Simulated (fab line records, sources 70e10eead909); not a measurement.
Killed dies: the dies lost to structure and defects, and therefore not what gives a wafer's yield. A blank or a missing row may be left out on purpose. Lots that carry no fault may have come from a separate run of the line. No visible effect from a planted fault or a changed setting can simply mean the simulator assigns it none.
Matching of chambers / flow nand_harc / 4 sister chambers for NHARC_P_GATE_ALD_36 on ald_sin-04
The step deposits SiNx, target thk 20 nm, pulse time 60 s, ald cycles 223. 4 wafers are shown with their chamber, then 9 later ones without.

## WAFERS PAIRED WITH THEIR CHAMBERS
wafer=L082.1; chamber=0; heater_power_w (W)=842
wafer=L084.6; chamber=3; heater_power_w (W)=955
wafer=L088.6; chamber=1; heater_power_w (W)=879
wafer=L088.5; chamber=2; heater_power_w (W)=930

## WAFERS MISSING THEIR CHAMBER
wafer=L092.1; heater_power_w (W)=844
wafer=L092.2; heater_power_w (W)=843
wafer=L092.5; heater_power_w (W)=848
wafer=L094.3; heater_power_w (W)=833
wafer=L094.1; heater_power_w (W)=906
wafer=L094.5; heater_power_w (W)=838
wafer=L096.1; heater_power_w (W)=795
wafer=L096.3; heater_power_w (W)=842
wafer=L096.5; heater_power_w (W)=853

## CHAMBER TAKEN BY EACH
wafer=L092.1; from the rows above=can't be placed: 0 or 1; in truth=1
wafer=L092.2; from the rows above=can't be placed: 0 or 1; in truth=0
wafer=L092.5; from the rows above=can't be placed: 0 or 1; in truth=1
wafer=L094.3; from the rows above=0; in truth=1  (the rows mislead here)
wafer=L094.1; from the rows above=can't be placed: 2 or 1 or 3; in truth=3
wafer=L094.5; from the rows above=0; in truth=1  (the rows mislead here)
wafer=L096.1; from the rows above=0; in truth=0
wafer=L096.3; from the rows above=0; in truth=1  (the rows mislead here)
wafer=L096.5; from the rows above=can't be placed: 0 or 1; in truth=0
Placed correctly: 1 of 9. Unplaceable from these rows: 5, with the true chamber sitting among the candidates in 5. Placed wrongly: 3.
How it was worked out, from the rows above alone: a wafer's distance from a chamber is the root of the sum, over the readings, of the square of ((its reading less the chamber's mean) divided by the reading's scatter). The wafer belongs to the nearest chamber; if the next one is less than 2 further off, it can't be placed. Each chamber's mean is taken over the wafers shown for it. The scatter: root of mean squared gap, hidden wafer to nearest shown wafer, with one shown wafer a chamber.
